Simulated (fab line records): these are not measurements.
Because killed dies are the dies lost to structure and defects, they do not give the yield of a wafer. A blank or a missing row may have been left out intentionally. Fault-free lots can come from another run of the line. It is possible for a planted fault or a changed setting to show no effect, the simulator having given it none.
fab line records	flow nandHarc	part 2 of 2: steps 5 to 6 of 6
record lots=24	wafers=72	lastDay=25
route steps=1159 shown A_STAIRCASE@619
lots that met no fault: from a run of the same line without faults
startH: hours from the record's first day to the start of the lot's first wafer shown	waitH: hours since the lot's step before	" identical to the entry in the row above	L1.1+2: one row covering several wafers at once	- value missing, or start not given	* or withheld: withheld	< > ~ a bound
route shown NAME@n: a module of which the file shows steps, and the number in the route of the first	usual: mean/standard deviation taken from wafers without a fault	same: alike in all rows	chamber/n: place in a boat	sites: per-site readings	_std_site: the standard deviation of these	_edge_site: inner sites' mean taken away from outer sites' mean	radiusMm: how far each site lies from the wafer's centre	mask NAME#n: copy n	behind: the tool/chamber that last shaped the wafer	hold: the reason the lot was held/the length of the hold in hours/how it ended	device: whichever transistor did not switch (one of n, p or np)	end of line: at the end of the route, the tests of the same wafers	a step without rows: its recipe alone	killed: the dies lost at the first sort to structure and to defects; this is not the yield of the wafer	map: the dies of a wafer, with x for killed, . for not killed, _ for no die there
set.NAME: the setting as run; set.NAME@STEP: as run at that earlier step	model.NAME: the simulator's own value behind a step, which no gauge read
one table for each step of the route and one row for each wafer, over a sample of lots
services: when a tool's chamber went out of use (startH, in hours from the record's first day, below 0 if earlier), for how many hours, and the reason
## steps
# step NHARC_A_STAIRCASE_STRIP_316
# recipe o2FlowSccm=500	arFlowSccm=0	biasW=0	chemistry=O2
# usual drypumpMotorCurrentA=5.7/0.34	oesProductAu=0.994/0.01	rfVppV=57.7/0.94	showerheadPlenumPTorr=3.50/0.15	throttleValvePct=17.037/0.0097
lot.wafer	tool	chamber	startH	waitH	drypumpMotorCurrentA	oesProductAu	rfHoursCounterH	rfVppV	showerheadPlenumPTorr	throttleValvePct
L074.3	rieDiel-13	0	-	-	5.6	1.004	58	57.8	3.53	17.038
L074.2	"	1	"	"	5.8	0.979	57	56.6	3.30	17.050
L074.1	"	2	"	"	5.3	0.996	63	58.1	3.64	17.027
L075.3	rieDiel-02	1	-	-	6.1	1.002	44	57.5	3.55	17.032
L075.1	"	2	"	"	5.0	1.018	44	59.2	3.78	17.046
L075.2	"	3	"	"	6.3	1.006	42	56.6	3.27	17.046
L076.1	rieDiel-05	2	-	-	5.6	0.989	31	55.8	3.61	17.027
L076.4	"	0	"	"	6.3	0.992	39	57.2	3.54	17.014
L076.6	"	3	"	"	5.4	0.978	-	56.9	3.61	17.050
L077.3	rieDiel-02	1	-	-	6.1	0.983	45	58.8	3.55	17.044
L077.1	"	3	"	"	6.3	0.984	43	56.3	3.27	17.035
L077.6	"	2	"	"	5.0	1.008	-	56.2	3.78	17.041
L079.1	rieDiel-13	1	-	-	5.8	0.977	59	56.6	3.30	17.054
L079.2	"	3	"	"	6.1	0.995	61	57.5	3.29	17.043
L079.6	"	2	"	"	5.3	1.011	-	56.8	3.64	17.030
L078.1	rieDiel-05	3	-	-	5.4	0.996	35	57.7	3.61	17.038
L078.3	"	0	"	"	6.3	1.001	42	55.8	3.54	17.040
L078.6	"	2	"	"	5.7	0.983	-	59.0	3.61	17.014
L081.4	rieDiel-05	1	-	-	5.6	0.999	49	58.1	3.38	17.037
L081.2	"	2	"	"	5.7	0.986	40	56.7	3.60	17.038
L081.3	"	0	"	"	6.3	1.002	51	57.7	3.53	17.046
L083.3	rieDiel-13	2	-	-	5.3	1.002	7	57.4	3.64	17.023
L083.1	"	3	"	"	6.1	0.986	7	57.4	3.29	17.029
L083.4	"	0	"	"	5.6	0.993	8	58.8	3.52	17.032
L080.1	rieDiel-05	2	-	-	5.6	0.979	43	59.1	3.60	17.047
L080.4	"	3	"	"	5.3	0.982	45	56.9	3.61	17.038
L080.3	"	1	"	"	5.6	0.993	53	57.5	3.38	17.033
L082.1	rieDiel-05	0	-	-	6.3	0.992	56	56.0	3.53	17.035
L082.3	"	2	"	"	5.6	0.979	44	58.4	3.60	17.051
L082.5	"	0	"	"	6.3	0.992	-	57.3	3.53	17.039
L084.3	rieDiel-05	2	-	-	5.7	0.996	45	58.1	3.60	17.023
L084.4	"	3	"	"	5.3	0.990	48	58.1	3.60	17.038
L084.2	"	1	"	"	5.6	1.003	54	57.4	3.38	17.051
L089.3	rieDiel-05	2	-	-	5.7	0.996	52	58.2	3.60	17.024
L089.6	"	0	"	"	6.3	0.997	-	60.1	3.53	17.034
L089.5	"	1	"	"	5.6	0.996	-	57.9	3.37	17.015
L085.1	rieDiel-13	1	-	-	5.8	0.991	20	57.2	3.29	17.034
L085.4	"	3	"	"	6.1	0.981	20	57.9	3.28	17.041
L085.3	"	0	"	"	5.6	0.990	20	57.7	3.52	17.042
L086.3	rieDiel-13	0	-	-	5.6	0.993	21	57.5	3.52	17.038
L086.4	"	3	"	"	6.0	1.002	21	55.6	3.28	17.035
L086.6	"	1	"	"	5.8	0.977	-	57.3	3.29	17.043
L087.4	rieDiel-13	1	-	-	5.8	0.981	-	57.5	3.29	17.049
L087.5	"	3	"	"	6.1	0.994	-	56.5	3.28	17.025
L087.6	"	0	"	"	5.6	0.986	-	57.5	3.52	17.038
L088.2	rieDiel-05	3	-	-	5.3	1.006	1	58.8	3.60	17.023
L088.4	"	0	"	"	6.3	0.988	1	58.1	3.53	17.045
L088.1	"	1	"	"	5.6	1.002	1	57.2	3.37	17.051
L091.4	rieDiel-13	1	-	-	5.8	0.983	32	57.7	3.29	17.034
L091.2	"	2	"	"	5.3	1.011	26	57.7	3.63	17.049
L091.3	"	3	"	"	6.1	0.984	32	56.4	3.27	17.049
L090.2	rieDiel-13	3	-	-	6.1	0.993	35	56.0	3.27	17.040
L090.5	"	0	"	"	5.6	0.981	-	57.7	3.51	17.040
L090.6	"	1	"	"	5.8	0.986	-	57.0	3.29	17.027
L093.3	rieDiel-13	1	-	-	5.8	0.987	36	56.0	3.28	17.039
L093.2	"	2	"	"	5.3	1.009	29	59.4	3.62	17.044
L093.6	"	0	"	"	5.6	0.976	-	57.1	3.51	17.052
L094.3	rieDiel-05	0	-	-	6.3	0.991	11	59.4	3.52	17.042
L094.2	"	2	"	"	5.7	0.997	9	56.2	3.59	17.029
L094.5	"	3	"	"	5.3	1.012	-	57.7	3.59	17.048
L092.2	rieDiel-13	1	-	-	5.8	0.992	39	57.8	3.28	17.048
L092.5	"	0	"	"	5.6	0.986	-	57.5	3.51	17.043
L092.6	"	1	"	"	5.8	0.988	-	57.4	3.28	17.036
L096.4	rieDiel-13	1	-	-	5.8	0.986	41	58.8	3.28	17.037
L096.5	"	3	"	"	6.1	1.005	-	57.5	3.27	17.037
L096.6	"	0	"	"	5.6	1.007	-	58.2	3.51	17.025
L095.2	rieDiel-05	2	-	-	5.7	0.997	17	57.8	3.59	17.016
L095.1	"	3	"	"	5.3	1.019	18	57.5	3.59	17.037
L095.4	"	1	"	"	5.6	1.019	15	57.0	3.36	17.031
L097.2	rieDiel-02	0	-	-	5.6	1.001	24	59.2	3.59	17.048
L097.1	"	1	"	"	6.1	0.988	25	58.8	3.52	17.033
L097.5	"	3	"	"	6.3	1.007	-	57.8	3.80	17.034
# step NHARC_A_STAIRCASE_CMP_152
# usual motorCurrentA=11.5/0.93	slurryFilterDpKPa=13.48/0.14
lot.wafer	tool	chamber	startH	waitH	motorCurrentA	slurryFilterDpKPa
L075.2	cmp-01	3	311.84	0.1	13.6	13.45
L075.3	"	0	"	"	12.0	13.71
L075.1	"	1	"	"	11.8	13.43
L074.1	cmp-02	3	311.97	0.1	10.0	13.40
L074.3	"	0	"	"	11.6	13.35
L074.2	"	1	"	"	11.6	13.76
L076.4	cmp-01	2	321.13	0.1	12.3	13.36
L076.1	"	0	"	"	10.9	13.48
L076.6	"	2	"	"	12.0	13.81
L079.2	cmp-02	3	321.18	0.1	10.2	13.60
L079.1	"	0	"	"	12.0	13.43
L079.6	"	1	"	"	11.5	13.33
L077.3	cmp-03	2	321.46	0.1	11.6	13.57
L077.1	"	3	"	"	11.4	13.47
L077.6	"	0	"	"	9.7	13.44
L078.1	cmp-01	0	326.30	0.1	11.7	13.20
L078.3	"	2	"	"	12.5	13.33
L078.6	"	3	"	"	13.2	13.49
L081.2	cmp-03	2	345.10	0.1	11.9	13.25
L081.4	"	3	"	"	11.5	13.55
L081.3	"	0	"	"	9.7	13.54
L080.3	cmp-01	0	355.39	0.1	11.8	13.71
L080.1	"	1	"	"	11.6	13.55
L080.4	"	2	"	"	12.0	13.51
L083.3	cmp-01	2	356.08	0.1	11.6	13.57
L083.4	"	3	"	"	13.0	13.52
L083.1	"	0	"	"	11.2	13.23
L084.3	cmp-02	0	365.98	0.1	11.3	13.49
L084.2	"	1	"	"	11.1	13.18
L084.4	"	2	"	"	11.9	13.42
L082.3	cmp-03	3	366.28	0.1	11.2	13.77
L082.1	"	0	"	"	9.6	13.52
L082.5	"	1	"	"	11.7	13.35
L085.1	cmp-03	3	383.65	0.1	11.7	13.32
L085.4	"	0	"	"	9.0	13.39
L085.3	"	1	"	"	12.0	13.53
L089.3	cmp-02	3	383.80	0.1	10.0	13.70
L089.6	"	1	"	"	11.8	13.48
L089.5	"	2	"	"	11.7	13.12
L086.4	cmp-01	0	383.93	0.1	11.6	13.34
L086.3	"	1	"	"	11.6	13.38
L086.6	"	3	"	"	12.8	13.30
L087.4	cmp-03	3	385.44	0.1	11.6	13.38
L087.5	"	2	"	"	12.2	13.40
L087.6	"	3	"	"	11.4	13.38
L088.4	cmp-03	1	397.97	0.1	11.6	13.61
L088.2	"	2	"	"	11.8	13.49
L088.1	"	0	"	"	9.0	13.31
L091.4	cmp-03	2	412.81	0.1	12.4	13.52
L091.3	"	3	"	"	11.3	13.64
L091.2	"	1	"	"	12.1	13.55
L090.2	cmp-02	0	412.96	0.1	11.8	13.63
L090.6	"	3	"	"	9.8	13.57
L090.5	"	0	"	"	12.0	13.61
L093.2	cmp-01	0	413.57	0.1	11.8	13.65
L093.3	"	1	"	"	11.5	13.49
L093.6	"	2	"	"	11.5	13.42
L094.2	cmp-02	2	421.24	0.1	11.6	13.36
L094.3	"	3	"	"	10.0	13.73
L094.5	"	0	"	"	11.8	13.43
L096.4	cmp-02	3	427.53	0.1	10.3	13.54
L096.5	"	0	"	"	12.1	13.67
L096.6	"	1	"	"	11.2	13.55
L092.2	cmp-03	2	427.65	0.1	12.6	13.42
L092.6	"	2	"	"	12.1	13.46
L092.5	"	3	"	"	11.2	13.52
L095.2	cmp-02	3	427.80	0.1	10.1	13.21
L095.1	"	0	"	"	12.2	13.56
L095.4	"	1	"	"	10.8	13.60
L097.2	cmp-03	1	448.83	0.1	11.8	13.53
L097.1	"	2	"	"	12.1	13.39
L097.5	"	0	"	"	10.0	13.49
## services
tool	chamber	startH	hours	kind
cmp-02	-	238.38	2.3	repair
cmp-03	-	241.72	0.7	repair
rieDiel-05	3	249.08	2.5	repair
cmp-03	-	254.00	4.0	pm
cmp-02	-	257.44	0.8	repair
cmp-02	-	276.04	14.4	repair
rieDiel-13	-	276.17	9.0	pm
rieDiel-02	0	297.39	8.6	repair
rieDiel-13	3	306.33	3.1	repair
cmp-02	-	324.66	4.0	pm
rieDiel-02	-	327.74	9.0	pm
cmp-03	-	328.40	2.0	repair
rieDiel-05	-	340.66	9.0	pm
rieDiel-02	3	340.85	15.6	repair
cmp-02	-	345.85	1.3	repair
cmp-02	-	350.80	1.6	repair
cmp-03	-	352.00	4.0	pm
rieDiel-02	3	376.00	1.2	repair
cmp-02	-	397.79	1.1	repair
rieDiel-13	2	402.42	2.0	repair
rieDiel-13	-	417.30	0.8	repair
cmp-02	-	422.66	4.0	pm
rieDiel-02	3	443.02	3.5	repair
cmp-02	-	445.32	2.6	repair
